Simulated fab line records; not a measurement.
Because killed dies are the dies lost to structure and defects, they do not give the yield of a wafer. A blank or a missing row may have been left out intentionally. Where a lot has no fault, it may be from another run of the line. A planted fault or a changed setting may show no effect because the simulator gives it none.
Matching of chambers / flow n5Finfet / N5_BEOL_M2_PRE_CLEAN_60 on cvdCo-02 has 3 sister chambers
The step time 15 s. 3 wafers are shown with their chamber, then 12 later ones without.

## EACH WAFER AND ITS CHAMBER
wafer=L085.6; chamber=2; heaterPowerW (W)=75
wafer=L087.1; chamber=1; heaterPowerW (W)=102
wafer=L087.5; chamber=0; heaterPowerW (W)=92

## WAFERS WITH NO CHAMBER GIVEN
wafer=L089.2; heaterPowerW (W)=92
wafer=L089.3; heaterPowerW (W)=101
wafer=L089.5; heaterPowerW (W)=91
wafer=L093.2; heaterPowerW (W)=102
wafer=L093.4; heaterPowerW (W)=74
wafer=L093.6; heaterPowerW (W)=91
wafer=L095.2; heaterPowerW (W)=91
wafer=L095.5; heaterPowerW (W)=98
wafer=L095.6; heaterPowerW (W)=76
wafer=L096.2; heaterPowerW (W)=77
wafer=L096.5; heaterPowerW (W)=91
wafer=L096.6; heaterPowerW (W)=77

## THE CHAMBER EACH PASSED THROUGH
wafer=L089.2; from the rows above=0; in truth=0
wafer=L089.3; from the rows above=1; in truth=1
wafer=L089.5; from the rows above=0; in truth=0
wafer=L093.2; from the rows above=1; in truth=1
wafer=L093.4; from the rows above=2; in truth=2
wafer=L093.6; from the rows above=0; in truth=0
wafer=L095.2; from the rows above=0; in truth=0
wafer=L095.5; from the rows above=can't be placed: 1 or 0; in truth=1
wafer=L095.6; from the rows above=2; in truth=2
wafer=L096.2; from the rows above=2; in truth=2
wafer=L096.5; from the rows above=0; in truth=0
wafer=L096.6; from the rows above=2; in truth=2
Placed correctly: 11 of 12. From these rows, 1 cannot be placed; in 1 the true chamber is one of the candidates. Wrongly placed: 0.
How it was worked out, from the rows above alone: a wafer's distance from a chamber is the root of the sum, over the readings, of the square of ((its reading less the chamber's mean) divided by the reading's scatter). If the next closest chamber is less than 2 further off than the closest, the wafer can't be placed; otherwise it belongs to the closest. For every chamber, the mean is computed from those of its wafers that are shown. The scatter (one wafer shown for each chamber): square how far every hidden wafer sits from the nearest shown wafer, average those squares and take the square root.
